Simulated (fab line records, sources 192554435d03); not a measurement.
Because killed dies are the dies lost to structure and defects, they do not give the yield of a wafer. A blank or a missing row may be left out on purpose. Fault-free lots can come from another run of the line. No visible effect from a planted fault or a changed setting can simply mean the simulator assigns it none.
Which tool did it? + flow n5Finfet + 10 lots, 29 wafers sampled, at 5 steps of a route of 1938

== WHAT THE GAUGES READ, wafer by wafer ==
No reading from a measuring or inspecting step in the record can be judged against a usual standard deviation.

== EACH LOT AND THE TOOL THAT RAN IT (in order: tool; ch and the chambers of the sampled wafers; start) ==
| lot  | N5_BEOL_M10_ETCH_66               | N5_PASSIVATION_DESCUM_12          | N5_PASSIVATION_STRIP_14           | N5_PASSIVATION_PRE_CLEAN_19 | N5_PASSIVATION_PROBE_49 |
|------|-----------------------------------|-----------------------------------|-----------------------------------|-----------------------------|-------------------------|
| L169 | rieDiel-05 ch 0,2, day 9 20:23    | rieDiel-04 ch 1,2,3, day 11 09:14 | rieDiel-04 ch 1,2,3, day 11 09:35 | pvdSputter-03, day 11 10:20 | -                       |
| L168 | rieDiel-02 ch 0,3, day 10 12:02   | rieDiel-03 ch 0,1,2, day 12 03:30 | rieDiel-03 ch 0,1,2, day 12 03:51 | pvdSputter-02, day 12 04:18 | -                       |
| L176 | rieDiel-06 ch 0,1,2, day 11 14:49 | rieDiel-01 ch 0,2, day 13 14:01   | rieDiel-01 ch 0,2, day 13 14:22   | pvdSputter-02, day 13 15:04 | prober-02, day 13 20:44 |
| L177 | rieDiel-05 ch 0,1, day 11 20:22   | rieDiel-01 ch 0,2, day 13 18:56   | rieDiel-01 ch 0,2, day 13 19:16   | pvdSputter-01, day 13 19:51 | prober-02, day 14 01:41 |
| L183 | rieDiel-06 ch 1,2, day 14 02:32   | rieDiel-01 ch 0,2, day 15 21:48   | rieDiel-01 ch 0,2, day 15 22:10   | pvdSputter-01, day 16 00:21 | prober-01, day 16 06:06 |
| L182 | rieDiel-06 ch 1,2, day 14 03:00   | rieDiel-04 ch 0,1, day 15 22:02   | rieDiel-04 ch 0,1, day 15 22:23   | pvdSputter-01, day 16 00:41 | -                       |
| L187 | rieDiel-05 ch 0,3, day 14 23:19   | rieDiel-04 ch 1,2, day 16 23:07   | rieDiel-04 ch 1,2, day 16 23:28   | pvdSputter-02, day 17 00:19 | -                       |
| L188 | rieDiel-06 ch 0,1, day 15 01:26   | rieDiel-04 ch 0,1, day 17 00:14   | rieDiel-04 ch 0,1, day 17 00:35   | pvdSputter-02, day 17 01:04 | -                       |
| L186 | rieDiel-06 ch 1,2,3, day 15 02:22 | rieDiel-03 ch 0,1,3, day 17 04:29 | rieDiel-03 ch 0,1,3, day 17 04:50 | pvdSputter-01, day 17 05:27 | -                       |
| L189 | rieDiel-05 ch 0,1,3, day 15 08:45 | rieDiel-01 ch 0,1,3, day 17 04:18 | rieDiel-01 ch 0,1,3, day 17 04:39 | pvdSputter-03, day 17 05:05 | -                       |
- N5_BEOL_M10_ETCH_66: etches SOC in N2/H2, target depth 120 nm, overetch 24 nm, time 180 s.
- N5_PASSIVATION_DESCUM_12: chemistry O2, time 7.9 s.
- N5_PASSIVATION_STRIP_14: strips in O2.
- N5_PASSIVATION_PRE_CLEAN_19
- N5_PASSIVATION_PROBE_49

== AS READ BY THE TOOLS THEMSELVES (means over the sampled wafers that have a number; for cases with no such wafer, the mark the record gives instead) ==
N5_BEOL_M10_ETCH_66. Usual: drypumpMotorCurrentA 5.6 A, standard deviation 0.59; oesProductAu 0.67 a.u., standard deviation 0.063; rfVppV 523.8 V, standard deviation 2.6; showerheadPlenumPTorr 2.54 Torr, standard deviation 0.092; tempC 40.00 C, standard deviation 0.097; throttleValvePct 17.59 %, standard deviation 0.27.
| lot  | tool       | drypumpMotorCurrentA (A) | oesProductAu (a.u.) | rfVppV (V) | showerheadPlenumPTorr (Torr) | tempC (C) | throttleValvePct (%) | flag |
|------|------------|--------------------------|---------------------|------------|------------------------------|-----------|----------------------|------|
| L169 | rieDiel-05 | 5.4                      | 0.64                | 522.3      | 2.49                         | 39.97     | 17.66                |      |
| L168 | rieDiel-02 | 5.8                      | 0.63                | 522.7      | 2.52                         | 39.97     | 17.59                |      |
| L176 | rieDiel-06 | 5.5                      | 0.66                | 522.5      | 2.52                         | 39.96     | 17.72                |      |
| L177 | rieDiel-05 | 5.0                      | 0.66                | 523.2      | 2.46                         | 39.92     | 17.41                |      |
| L183 | rieDiel-06 | 6.0                      | 0.74                | 527.2      | 2.63                         | 40.03     | 17.78                |      |
| L182 | rieDiel-06 | 5.5                      | 0.72                | 524.4      | 2.55                         | 40.08     | 17.60                |      |
| L187 | rieDiel-05 | 5.3                      | 0.64                | 521.1      | 2.46                         | 40.04     | 17.65                |      |
| L188 | rieDiel-06 | 5.0                      | 0.67                | 525.4      | 2.61                         | 39.93     | 17.49                |      |
| L186 | rieDiel-06 | 6.1                      | 0.74                | 525.6      | 2.59                         | 39.94     | 17.65                |      |
| L189 | rieDiel-05 | 5.2                      | 0.66                | 521.4      | 2.46                         | 39.97     | 17.48                |      |

N5_PASSIVATION_DESCUM_12. Usual: biasPowerW is 20.00 W with standard deviation 0.056, drypumpMotorCurrentA is 5.7 A with standard deviation 0.44, oesProductAu is 0.83 a.u. with standard deviation 0.09, rfVppV is 242.6 V with standard deviation 1.6, showerheadPlenumPTorr is 2.06 Torr with standard deviation 0.079, tempC is 40.01 C with standard deviation 0.11, and throttleValvePct is 20.20 % with standard deviation 0.21.
| lot  | tool       | biasPowerW (W) | drypumpMotorCurrentA (A) | oesProductAu (a.u.) | rfVppV (V) | showerheadPlenumPTorr (Torr) | tempC (C) | throttleValvePct (%) | flag |
|------|------------|----------------|--------------------------|---------------------|------------|------------------------------|-----------|----------------------|------|
| L169 | rieDiel-04 | 20.05          | 5.7                      | 0.76                | 242.3      | 2.01                         | 40.07     | 20.16                |      |
| L168 | rieDiel-03 | 19.99          | 5.8                      | 0.93                | 244.2      | 2.09                         | 40.05     | 20.12                |      |
| L176 | rieDiel-01 | 19.96          | 5.1                      | 0.79                | 242.0      | 2.02                         | 40.00     | 20.30                |      |
| L177 | rieDiel-01 | 20.00          | 5.1                      | 0.80                | 243.1      | 2.03                         | 40.00     | 20.24                |      |
| L183 | rieDiel-01 | 19.97          | 5.1                      | 0.77                | 242.3      | 2.02                         | 39.96     | 20.32                |      |
| L182 | rieDiel-04 | 20.02          | 5.8                      | 0.82                | 241.4      | 2.00                         | 39.99     | 20.33                |      |
| L187 | rieDiel-04 | 20.00          | 6.0                      | 0.77                | 242.4      | 2.04                         | 40.10     | 20.13                |      |
| L188 | rieDiel-04 | 20.00          | 5.8                      | 0.82                | 241.0      | 1.99                         | 40.09     | 20.34                |      |
| L186 | rieDiel-03 | 19.98          | 6.0                      | 0.88                | 243.2      | 2.06                         | 39.93     | 20.26                |      |
| L189 | rieDiel-01 | 19.99          | 5.4                      | 0.78                | 241.6      | 2.07                         | 39.90     | 20.20                |      |

N5_PASSIVATION_STRIP_14. Usual: drypumpMotorCurrentA 5.7 A, standard deviation 0.44; oesProductAu 0.83 a.u., standard deviation 0.089; rfVppV 3.6 V, standard deviation 0.95; showerheadPlenumPTorr 2.06 Torr, standard deviation 0.079; tempC 59.99 C, standard deviation 0.11; throttleValvePct 16.46 %, standard deviation 0.2.
| lot  | tool       | drypumpMotorCurrentA (A) | oesProductAu (a.u.) | rfVppV (V) | showerheadPlenumPTorr (Torr) | tempC (C) | throttleValvePct (%) | flag |
|------|------------|--------------------------|---------------------|------------|------------------------------|-----------|----------------------|------|
| L169 | rieDiel-04 | 5.7                      | 0.75                | 3.9        | 2.01                         | 60.02     | 16.47                |      |
| L168 | rieDiel-03 | 5.8                      | 0.93                | 4.1        | 2.10                         | 59.96     | 16.33                |      |
| L176 | rieDiel-01 | 5.1                      | 0.78                | 3.9        | 2.03                         | 60.13     | 16.59                |      |
| L177 | rieDiel-01 | 5.1                      | 0.80                | 2.4        | 2.04                         | 60.08     | 16.52                |      |
| L183 | rieDiel-01 | 5.1                      | 0.76                | 3.0        | 2.02                         | 60.03     | 16.60                |      |
| L182 | rieDiel-04 | 5.7                      | 0.82                | 3.2        | 2.00                         | 60.05     | 16.57                |      |
| L187 | rieDiel-04 | 6.0                      | 0.76                | 3.9        | 2.04                         | 60.04     | 16.41                |      |
| L188 | rieDiel-04 | 5.8                      | 0.82                | 3.6        | 2.00                         | 60.01     | 16.57                |      |
| L186 | rieDiel-03 | 6.0                      | 0.87                | 3.8        | 2.07                         | 60.07     | 16.48                |      |
| L189 | rieDiel-01 | 5.4                      | 0.77                | 4.9        | 2.07                         | 59.88     | 16.49                |      |

N5_PASSIVATION_PRE_CLEAN_19. Usual: heaterPowerW reads 483 W (standard deviation 22).
| lot  | tool          | heaterPowerW (W) | flag |
|------|---------------|------------------|------|
| L169 | pvdSputter-03 | 489              |      |
| L168 | pvdSputter-02 | 486              |      |
| L176 | pvdSputter-02 | 478              |      |
| L177 | pvdSputter-01 | 467              |      |
| L183 | pvdSputter-01 | 489              |      |
| L182 | pvdSputter-01 | 484              |      |
| L187 | pvdSputter-02 | 484              |      |
| L188 | pvdSputter-02 | 490              |      |
| L186 | pvdSputter-01 | 485              |      |
| L189 | pvdSputter-03 | 488              |      |

N5_PASSIVATION_PROBE_49. Usual: defectLimitedYield 91.2 %, standard deviation 1.6; killed_at_M0_to_M3 34, standard deviation 11; killed_at_M4_up 14, standard deviation 5.7; killedAtContacts 14, standard deviation 6.6; killedAtFrontEnd 37, standard deviation 10; killedAtOther 4, standard deviation 3.2; killedDies 104, standard deviation 19; killedOpen 69, standard deviation 13; killedShort 33, standard deviation 8.7; sort_bin_5_function 5.1 %, standard deviation 1; sort_bin_6_memory 3.3 %, standard deviation 0.76; sort_bin_8_speed 0.00 %, standard deviation 0.016; sortNPass 1076, standard deviation 19; sortYieldPct 91.2 %, standard deviation 1.6.
| lot  | tool      | defectLimitedYield (%) | killed_at_M0_to_M3 | killed_at_M4_up | killedAtContacts | killedAtFrontEnd | killedAtOther | killedDies | killedOpen | killedShort | sort_bin_5_function (%) | sort_bin_6_memory (%) | sort_bin_8_speed (%) | sortNPass | sortYieldPct (%) | flag |
|------|-----------|------------------------|--------------------|-----------------|------------------|------------------|---------------|------------|------------|-------------|-------------------------|-----------------------|----------------------|-----------|------------------|------|
| L176 | prober-02 | 93.1                   | 25                 | 12              | 19               | 22               | 3             | 82         | 58         | 23          | 4.0                     | 2.7                   | 0.00                 | 1098      | 93.1             |      |
| L177 | prober-02 | 87.5                   | 30                 | 72              | 10               | 34               | 2             | 148        | 63         | 27          | 7.8                     | 3.6                   | 0.00                 | 1032      | 87.5             | OFF  |
| L183 | prober-01 | 91.2                   | 41                 | 7               | 10               | 41               | 5             | 104        | 65         | 36          | 5.1                     | 3.3                   | 0.00                 | 1076      | 91.2             |      |

== THE ANSWER, worked out from the rows above alone ==
Rule: lot off if the mean of its wafers having a number is beyond 3 standard deviations from the usual mean. Also off: a lot with no number at a reading for which 4 or more lots have one. The other lots that the step has rows for count as sound. The gauges are gone through in route order, then the tools' own readings, and for those a lot's mean is taken as printed above. The first step at which some lot is off is used, and at that step the reading that is off furthest; a lot without a number counts as furthest.
Off at N5_PASSIVATION_PROBE_49 (killed_at_M4_up): L177. Neither off nor sound, because the step has no rows for them: L169, L168, L182, L187, L188, L186, L189.
If a tool, at that step or one of the process steps before it, ran each lot that is off and ran no sound lot following the first of them, it fits. Can't be told from this: 2 tools fit, rieDiel-05 at N5_BEOL_M10_ETCH_66, prober-02 at N5_PASSIVATION_PROBE_49.

== WHAT THE SIMULATOR HAD INSERTED ==
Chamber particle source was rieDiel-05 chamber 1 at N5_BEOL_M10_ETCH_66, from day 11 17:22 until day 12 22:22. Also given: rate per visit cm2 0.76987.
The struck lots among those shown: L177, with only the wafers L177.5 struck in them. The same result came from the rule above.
